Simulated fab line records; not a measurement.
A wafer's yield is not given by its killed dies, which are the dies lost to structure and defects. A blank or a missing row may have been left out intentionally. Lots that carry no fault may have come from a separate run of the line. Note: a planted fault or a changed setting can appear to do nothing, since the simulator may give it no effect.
Matching of chambers / flow n5Finfet / N5_BEOL_M0_CUTY_ETCH_62 on rieDiel-06: 4 sister chambers
The step etches SiARC in CF4, time 58.5 s. 14 wafers are shown with their chamber, then 7 later ones without.

== WAFERS WITH THEIR CHAMBER ==
wafer=L075.1; chamber=1; showerheadPlenumPTorr (Torr)=2.14; throttleValvePct (%)=15.97; etchRfOnTimeS (s)=57.8
wafer=L075.4; chamber=0; showerheadPlenumPTorr (Torr)=2.23; throttleValvePct (%)=15.55; etchRfOnTimeS (s)=61.5
wafer=L075.5; chamber=1; showerheadPlenumPTorr (Torr)=2.14; throttleValvePct (%)=15.98; etchRfOnTimeS (s)=57.7
wafer=L079.1; chamber=1; showerheadPlenumPTorr (Torr)=2.13; throttleValvePct (%)=16.00; etchRfOnTimeS (s)=57.4
wafer=L079.3; chamber=2; showerheadPlenumPTorr (Torr)=2.04; throttleValvePct (%)=15.65; etchRfOnTimeS (s)=57.2
wafer=L079.5; chamber=3; showerheadPlenumPTorr (Torr)=2.24; throttleValvePct (%)=15.70; etchRfOnTimeS (s)=59.5
wafer=L088.1; chamber=3; showerheadPlenumPTorr (Torr)=2.24; throttleValvePct (%)=15.73; etchRfOnTimeS (s)=59.6
wafer=L088.5; chamber=2; showerheadPlenumPTorr (Torr)=2.03; throttleValvePct (%)=15.71; etchRfOnTimeS (s)=56.9
wafer=L088.6; chamber=3; showerheadPlenumPTorr (Torr)=2.24; throttleValvePct (%)=15.73; etchRfOnTimeS (s)=59.4
wafer=L090.1; chamber=2; showerheadPlenumPTorr (Torr)=2.03; throttleValvePct (%)=15.67; etchRfOnTimeS (s)=57.2
wafer=L090.2; chamber=0; showerheadPlenumPTorr (Torr)=2.22; throttleValvePct (%)=15.62; etchRfOnTimeS (s)=60.7
wafer=L090.6; chamber=0; showerheadPlenumPTorr (Torr)=2.22; throttleValvePct (%)=15.61; etchRfOnTimeS (s)=61.1
wafer=L092.1; chamber=2; showerheadPlenumPTorr (Torr)=2.03; throttleValvePct (%)=15.73; etchRfOnTimeS (s)=57.6
wafer=L092.2; chamber=3; showerheadPlenumPTorr (Torr)=2.24; throttleValvePct (%)=15.73; etchRfOnTimeS (s)=58.7

SIGNATURES (averages over the wafers above)
reading=showerheadPlenumPTorr; chamber 0=2.2233; chamber 1=2.1367; chamber 2=2.0325; chamber 3=2.2400; scatter within a chamber=0.00456
reading=throttleValvePct; chamber 0=15.5933; chamber 1=15.9833; chamber 2=15.6900; chamber 3=15.7225; scatter within a chamber=0.0283
reading=etchRfOnTimeS; chamber 0=61.100; chamber 1=57.633; chamber 2=57.225; chamber 3=59.300; scatter within a chamber=0.34
Rule: a wafer lies at a distance from a chamber equal to the root of the sum of squares, over the readings, of (its reading less the chamber's mean, divided by the reading's scatter). If the next closest chamber is less than 2 further off than the closest, the wafer can't be placed; otherwise it belongs to the closest. The scatter is the square root of a quotient: the sum, over the shown wafers, of each reading's squared deviation from its chamber's mean, divided by wafers minus chambers.

== WAFERS WITH NO CHAMBER GIVEN ==
wafer=L092.4; showerheadPlenumPTorr (Torr)=2.21; throttleValvePct (%)=15.63; etchRfOnTimeS (s)=60.6
wafer=L095.2; showerheadPlenumPTorr (Torr)=2.23; throttleValvePct (%)=15.75; etchRfOnTimeS (s)=59.9
wafer=L095.4; showerheadPlenumPTorr (Torr)=2.03; throttleValvePct (%)=15.74; etchRfOnTimeS (s)=57.5
wafer=L095.5; showerheadPlenumPTorr (Torr)=2.03; throttleValvePct (%)=15.73; etchRfOnTimeS (s)=57.6
wafer=L094.1; showerheadPlenumPTorr (Torr)=2.23; throttleValvePct (%)=15.76; etchRfOnTimeS (s)=58.7
wafer=L094.3; showerheadPlenumPTorr (Torr)=2.03; throttleValvePct (%)=15.73; etchRfOnTimeS (s)=56.3
wafer=L094.6; showerheadPlenumPTorr (Torr)=2.12; throttleValvePct (%)=15.55; etchRfOnTimeS (s)=56.2

== EACH ONE'S CHAMBER ==
wafer=L092.4; from the rows above=0; in truth=0
wafer=L095.2; from the rows above=3; in truth=3
wafer=L095.4; from the rows above=2; in truth=2
wafer=L095.5; from the rows above=2; in truth=2
wafer=L094.1; from the rows above=3; in truth=3
wafer=L094.3; from the rows above=2; in truth=2
wafer=L094.6; from the rows above=1; in truth=1
7 of 7 placed correctly. Can't be placed from these rows: 0. Placed wrongly: 0.
